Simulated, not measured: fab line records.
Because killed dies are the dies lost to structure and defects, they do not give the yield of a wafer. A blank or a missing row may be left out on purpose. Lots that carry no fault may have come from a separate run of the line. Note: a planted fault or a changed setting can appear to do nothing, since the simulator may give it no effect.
A sampling plan put to the test    flow nand_harc    one line in one fab, 19 faults in these records, each fault weighed on the records of the lots it struck
The plan is the line's own looks: the steps of the route at which a gauge or an inspection reads the wafer and doesn't change it. A look is open to judgement when struck wafers have a number at it and the file gives its usual mean and standard deviation on fault-free wafers. Caught: 4 or more of those standard deviations (sigma) separate the usual mean from the mean of the struck wafers at a look after the fault's first step. On the tool: the identical test, applied to the tool's own readings at the steps of the fault. It also counts as caught if the struck wafers ran another recipe or if their record alone is blank.

THE FAULTS, as the simulator had put them in
1. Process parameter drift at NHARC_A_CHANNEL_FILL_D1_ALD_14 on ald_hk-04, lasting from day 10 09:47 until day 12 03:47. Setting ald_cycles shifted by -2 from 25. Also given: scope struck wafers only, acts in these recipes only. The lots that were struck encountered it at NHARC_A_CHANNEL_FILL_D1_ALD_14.
2. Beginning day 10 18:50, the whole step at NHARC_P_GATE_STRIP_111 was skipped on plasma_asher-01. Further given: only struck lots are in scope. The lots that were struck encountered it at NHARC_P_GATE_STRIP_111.
3. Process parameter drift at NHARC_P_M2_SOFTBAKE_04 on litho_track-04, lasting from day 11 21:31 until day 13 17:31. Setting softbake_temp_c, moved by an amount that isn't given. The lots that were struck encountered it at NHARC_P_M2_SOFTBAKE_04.
4. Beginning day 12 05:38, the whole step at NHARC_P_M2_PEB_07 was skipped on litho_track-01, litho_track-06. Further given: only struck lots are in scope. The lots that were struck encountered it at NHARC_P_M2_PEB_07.
5. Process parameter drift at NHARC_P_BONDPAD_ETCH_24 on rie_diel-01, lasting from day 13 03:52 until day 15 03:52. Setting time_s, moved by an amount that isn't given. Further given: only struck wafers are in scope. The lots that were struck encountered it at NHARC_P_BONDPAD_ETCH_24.
6. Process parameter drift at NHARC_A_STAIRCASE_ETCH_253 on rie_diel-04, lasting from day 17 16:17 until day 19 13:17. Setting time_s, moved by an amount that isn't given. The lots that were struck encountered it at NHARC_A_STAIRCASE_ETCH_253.
7. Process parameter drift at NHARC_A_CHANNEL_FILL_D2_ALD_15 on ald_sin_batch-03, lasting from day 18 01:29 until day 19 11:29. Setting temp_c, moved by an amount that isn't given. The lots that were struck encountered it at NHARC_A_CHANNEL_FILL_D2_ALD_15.
8. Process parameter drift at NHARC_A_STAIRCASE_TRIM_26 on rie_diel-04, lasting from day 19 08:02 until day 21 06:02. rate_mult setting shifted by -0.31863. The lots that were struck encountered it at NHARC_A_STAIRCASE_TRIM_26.
9. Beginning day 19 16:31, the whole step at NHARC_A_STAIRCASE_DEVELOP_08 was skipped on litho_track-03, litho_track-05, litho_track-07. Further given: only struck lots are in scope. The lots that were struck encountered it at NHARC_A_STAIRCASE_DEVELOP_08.
10. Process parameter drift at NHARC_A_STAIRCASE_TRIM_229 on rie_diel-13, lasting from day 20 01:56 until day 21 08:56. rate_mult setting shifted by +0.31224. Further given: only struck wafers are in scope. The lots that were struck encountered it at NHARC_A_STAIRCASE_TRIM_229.
11. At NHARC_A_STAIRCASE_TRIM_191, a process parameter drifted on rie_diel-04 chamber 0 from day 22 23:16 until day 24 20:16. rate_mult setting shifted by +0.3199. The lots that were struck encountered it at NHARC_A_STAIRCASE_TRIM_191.
12. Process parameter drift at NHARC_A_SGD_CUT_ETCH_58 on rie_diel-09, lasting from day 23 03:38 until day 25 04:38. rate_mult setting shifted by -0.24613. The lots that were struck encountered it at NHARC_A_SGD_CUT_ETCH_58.
13. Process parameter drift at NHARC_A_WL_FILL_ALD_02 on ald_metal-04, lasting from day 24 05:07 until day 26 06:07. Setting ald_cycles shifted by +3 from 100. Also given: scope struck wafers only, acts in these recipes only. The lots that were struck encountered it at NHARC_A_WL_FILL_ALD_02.
14. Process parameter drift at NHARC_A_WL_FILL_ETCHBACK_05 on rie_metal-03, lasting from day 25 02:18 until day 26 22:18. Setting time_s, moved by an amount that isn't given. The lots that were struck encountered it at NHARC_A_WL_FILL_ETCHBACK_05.
15. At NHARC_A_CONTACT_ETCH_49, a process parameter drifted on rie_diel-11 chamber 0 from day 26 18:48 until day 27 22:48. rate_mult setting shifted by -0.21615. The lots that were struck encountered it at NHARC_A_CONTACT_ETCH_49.
16. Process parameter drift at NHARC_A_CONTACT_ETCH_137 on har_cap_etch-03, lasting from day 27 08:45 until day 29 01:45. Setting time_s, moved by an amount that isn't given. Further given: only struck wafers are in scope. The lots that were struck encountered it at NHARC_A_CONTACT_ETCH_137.
17. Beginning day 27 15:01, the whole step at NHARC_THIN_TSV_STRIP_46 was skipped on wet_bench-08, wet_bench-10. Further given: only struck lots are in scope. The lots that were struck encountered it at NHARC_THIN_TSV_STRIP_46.
18. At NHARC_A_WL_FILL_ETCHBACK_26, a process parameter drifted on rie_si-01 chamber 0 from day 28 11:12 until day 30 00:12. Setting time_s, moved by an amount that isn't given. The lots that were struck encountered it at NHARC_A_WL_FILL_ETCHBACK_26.
19. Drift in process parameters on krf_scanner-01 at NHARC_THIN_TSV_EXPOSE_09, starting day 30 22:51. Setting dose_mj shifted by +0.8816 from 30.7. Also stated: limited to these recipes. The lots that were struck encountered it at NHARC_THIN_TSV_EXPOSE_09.

WHAT THE PLAN SAW
fault  on the tool itself                                first look that catches it                    reading, sigma                                         median hours from its first step to that look  hours from the fault's start to the first struck lot there  judged looks passed uncaught
1      under 2 sigma                                     no look after it can be judged                -                                                      -                                              -                                                           0
2      the tool's record is blank for the struck wafers  not the one look that can be judged after it  -                                                      -                                              -                                                           1
3      heater_power_total_W +70 sigma                    no look after it can be judged                -                                                      -                                              -                                                           0
4      the tool's record is blank for the struck wafers  no look after it can be judged                -                                                      -                                              -                                                           0
5      run_length_s +17 sigma                            not the one look that can be judged after it  -                                                      -                                              -                                                           1
6      run_length_s -4.3 sigma                           no look after it can be judged                -                                                      -                                              -                                                           0
7      susceptor_temp_C +99 or beyond sigma              no look after it can be judged                -                                                      -                                              -                                                           0
8      oes_product_au -18 sigma                          NHARC_END_SORT_01                             killed_at_array +30                                    224.5                                          245                                                         0
9      the tool's record is blank for the struck wafers  no look after it can be judged                -                                                      -                                              -                                                           0
10     oes_product_au +17 sigma                          NHARC_END_SORT_01                             killed_at_array +29                                    212.5                                          219                                                         0
11     oes_product_au +15 sigma                          NHARC_END_SORT_01                             killed_at_array +29                                    207.9                                          229                                                         0
12     oes_product_au -12 sigma                          not the one look that can be judged after it  -                                                      -                                              -                                                           1
13     under 2 sigma                                     not the one look that can be judged after it  strongest: killed_at_other at NHARC_END_SORT_01, +2.1  -                                              -                                                           1
14     run_length_s -38 sigma                            no look after it can be judged                -                                                      -                                              -                                                           0
15     oes_product_au -13 sigma                          not the one look that can be judged after it  strongest: killed_short at NHARC_END_SORT_01, +2.1     -                                              -                                                           1
16     no reading that can be judged                     no look after it can be judged                -                                                      -                                              -                                                           0
17     the tool's record is blank for the struck wafers  not the one look that can be judged after it  -                                                      -                                              -                                                           1
18     run_length_s -10 sigma                            no look after it can be judged                -                                                      -                                              -                                                           0
19     exposure_dose_mJ_cm2 +24 sigma                    not the one look that can be judged after it  -                                                      -                                              -                                                           1
A dash: the fault isn't caught, or these records don't give the number.

Caught at a look: 3 of 19. Caught on the tool: 16 of 19. By one or the other: 16 of 19.
Faults 2, 3, 4, 5, 6, 7, 9, 12, 14, 15, 17, 18, 19 were caught on the tool alone.
Caught by neither: faults 1, 13, 16.

THINNER SAMPLING
In the worst case, this is how late the first struck lot would be measured if the look that catches a fault measured only every second or every third lot, by lot number:
fault  struck lots at that look, in order of time  every lot  every second lot  every third lot
8      L468, L467                                  245 h      253 h             may miss all 2
10     L584, L585, L582                            219 h      230 h             may miss all 3
11     L630, L629, L628                            229 h      236 h             242 h
Hours: fault start to first struck lot measured. 4 sigma limit: tested on the pooled struck wafers, so a lone lot may be under it. Other struck lots may not be in these records.

THE LONGEST TIMED WAY FROM STEP TO LOOK
For fault 8, NHARC_A_STAIRCASE_TRIM_26 and NHARC_END_SORT_01 are separated by a median of 224.5 hours. No look between them can be judged.
